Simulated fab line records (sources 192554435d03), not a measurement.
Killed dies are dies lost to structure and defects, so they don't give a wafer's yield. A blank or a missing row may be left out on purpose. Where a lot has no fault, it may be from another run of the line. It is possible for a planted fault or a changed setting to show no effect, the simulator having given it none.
Chamber matching :: flow n5Finfet :: rieDiel-02 running N5_BEOL_M1_ETCH_69: 4 sister chambers
The step etches SiARC in CF4, target depth 15.6 nm, time 26 s. 4 wafers are shown with their chamber, then 8 later ones without.

== EACH WAFER AND ITS CHAMBER ==
wafer: L075.4
chamber: 0
drypumpMotorCurrentA (A): 6.2

wafer: L085.4
chamber: 2
drypumpMotorCurrentA (A): 5.3

wafer: L088.6
chamber: 1
drypumpMotorCurrentA (A): 6.6

wafer: L090.3
chamber: 3
drypumpMotorCurrentA (A): 5.2

== WAFERS WITH NO CHAMBER GIVEN ==
wafer: L090.4
drypumpMotorCurrentA (A): 6.6

wafer: L090.5
drypumpMotorCurrentA (A): 5.3

wafer: L091.1
drypumpMotorCurrentA (A): 6.5

wafer: L091.2
drypumpMotorCurrentA (A): 5.2

wafer: L091.6
drypumpMotorCurrentA (A): 6.1

wafer: L092.1
drypumpMotorCurrentA (A): 5.2

wafer: L092.2
drypumpMotorCurrentA (A): 5.3

wafer: L092.6
drypumpMotorCurrentA (A): 5.3

== EACH ONE'S CHAMBER ==
wafer: L090.4
from the rows above: 1
in truth: 1

wafer: L090.5
from the rows above: can't be placed: 2 or 3
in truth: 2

wafer: L091.1
from the rows above: 1
in truth: 1

wafer: L091.2
from the rows above: can't be placed: 3 or 2
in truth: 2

wafer: L091.6
from the rows above: 0
in truth: 0

wafer: L092.1
from the rows above: can't be placed: 3 or 2
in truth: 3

wafer: L092.2
from the rows above: can't be placed: 2 or 3
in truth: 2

wafer: L092.6
from the rows above: can't be placed: 2 or 3
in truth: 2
Correctly placed: 3 of 8. From these rows, 5 cannot be placed; in 5 the true chamber is one of the candidates. Placed wrongly: 0.
How it was worked out, from the rows above alone: a wafer's distance from a chamber is the root of the sum, over the readings, of the square of ((its reading less the chamber's mean) divided by the reading's scatter). If the next closest chamber is less than 2 further off than the closest, the wafer can't be placed; otherwise it belongs to the closest. A chamber's mean is the mean of its shown wafers. The scatter: root of mean squared gap, hidden wafer to nearest shown wafer, with one shown wafer a chamber.
